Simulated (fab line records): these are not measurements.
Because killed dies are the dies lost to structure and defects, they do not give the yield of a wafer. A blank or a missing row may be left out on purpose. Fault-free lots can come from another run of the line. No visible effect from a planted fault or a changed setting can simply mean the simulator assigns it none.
The tool behind it: which one? -- flow n5-finfet -- 69 wafers from 23 lots sampled at 2 of the route's 1938 steps

== WHAT THE GAUGES READ, wafer by wafer ==
N5_HKMG_FIN_INSPECT_61: inspects for defects (macro). Usual: raw-defect-count 2.1, standard deviation 1.5.
lot,measured,on,raw-defect-count,flag
L074,day 4 00:52,defect-inspect-02,3 2 1,
L075,day 4 03:38,defect-inspect-02,2 1 1,
L076,day 4 13:20,defect-inspect-02,1 1 1,
L077,day 4 15:38,defect-inspect-02,0 3 0,
L079,day 5 05:16,defect-inspect-01,3 5 0,
L080,day 5 14:01,defect-inspect-01,2 1 2,
L081,day 6 00:20,defect-inspect-01,2 2 1,
L082,day 6 00:35,defect-inspect-02,0 1 1,
L083,day 6 07:16,defect-inspect-02,0 6 3,
L084,day 6 08:29,defect-inspect-01,3 5 3,
L085,day 6 15:58,defect-inspect-01,4 3 2,
L086,day 6 23:25,defect-inspect-02,0 3 1,
L087,day 7 04:46,defect-inspect-01,1 0 2,
L088,day 7 10:01,defect-inspect-02,0 0 4,
L089,day 7 19:58,defect-inspect-02,5 4 1,
L090,day 8 00:49,defect-inspect-02,4 3 7,
L091,day 8 06:46,defect-inspect-02,3 1 4,
L093,day 8 19:02,defect-inspect-01,2 2 4,
L092,day 9 01:39,defect-inspect-01,1 2 1,
L094,day 9 04:37,defect-inspect-02,3 5 4,
L095,day 9 08:58,defect-inspect-01,1 2 1,
L096,day 9 12:20,defect-inspect-02,4 0 1,
L097,day 9 19:41,defect-inspect-02,2 2 1,

== WHAT TOOL EACH LOT RAN ON (gives the tool, then ch and the chambers of the sampled wafers, and finally the start) ==
lot,N5_HKMG_FIN_HK_ALD_01
L074,"ald-hk-03 ch 0,1, day 4 00:00"
L075,"ald-hk-03 ch 0,1,2, day 4 02:38"
L076,"ald-hk-01 ch 1,2,3, day 4 12:21"
L077,"ald-hk-01 ch 0,1, day 4 14:38"
L079,"ald-hk-02 ch 1,2,3, day 5 04:15"
L080,"ald-hk-03 ch 1,3, day 5 13:09"
L081,"ald-hk-03 ch 0,1,2, day 5 23:19"
L082,"ald-hk-02 ch 0,1,2, day 5 23:43"
L083,"ald-hk-02 ch 2,3, day 6 06:16"
L084,"ald-hk-03 ch 0,1,2, day 6 07:28"
L085,"ald-hk-02 ch 0,2,3, day 6 14:53"
L086,"ald-hk-01 ch 0,1,3, day 6 22:24"
L087,"ald-hk-01 ch 0,1,2, day 7 03:08"
L088,"ald-hk-01 ch 1,2,3, day 7 09:08"
L089,"ald-hk-01 ch 0,1,2, day 7 18:58"
L090,"ald-hk-01 ch 0,2,3, day 7 23:49"
L091,"ald-hk-01 ch 1,2,3, day 8 05:46"
L093,"ald-hk-03 ch 0,2,3, day 8 17:49"
L092,"ald-hk-02 ch 0,1,2, day 9 00:40"
L094,"ald-hk-01 ch 0,3, day 9 03:45"
L095,"ald-hk-03 ch 2,3, day 9 08:01"
L096,"ald-hk-03 ch 0,1, day 9 11:11"
L097,"ald-hk-03 ch 1,3, day 9 18:49"
- N5_HKMG_FIN_HK_ALD_01: deposits HfO2, target thk 1.6 nm, pulse time 3 s, purge time 3 s.

== AS READ BY THE TOOLS THEMSELVES (means over the sampled wafers that have a number; for cases with no such wafer, the mark the record gives instead) ==
N5_HKMG_FIN_HK_ALD_01. Usual: precursor-pulse-height-rel 0.999, standard deviation 0.019.
lot,tool,precursor-pulse-height-rel,flag
L074,ald-hk-03,1.018,
L075,ald-hk-03,1.009,
L076,ald-hk-01,0.991,
L077,ald-hk-01,0.989,
L079,ald-hk-02,1.003,
L080,ald-hk-03,0.996,
L081,ald-hk-03,0.998,
L082,ald-hk-02,1.001,
L083,ald-hk-02,1.014,
L084,ald-hk-03,0.980,
L085,ald-hk-02,1.013,
L086,ald-hk-01,1.000,
L087,ald-hk-01,0.988,
L088,ald-hk-01,0.996,
L089,ald-hk-01,0.989,
L090,ald-hk-01,0.993,
L091,ald-hk-01,1.011,
L093,ald-hk-03,0.987,
L092,ald-hk-02,1.007,
L094,ald-hk-01,0.997,
L095,ald-hk-03,0.996,
L096,ald-hk-03,0.995,
L097,ald-hk-03,0.991,

== THE ANSWER, worked out from the rows above alone ==
Rule: a lot is off if the mean of its wafers that have a number lies more than 3 standard deviations from the usual mean. Also off: a lot with no number at a reading for which 4 or more lots have one. The other lots that the step has rows for count as sound. The gauges are gone through in route order, then the tools' own readings, and for those a lot's mean is taken as printed above. At the first step where some lot is off, the reading lying furthest off is the one used; lots without a number count as furthest.
No lot is off at any reading shown: from this, nothing can be told.

== WHAT THE SIMULATOR PUT IN ==
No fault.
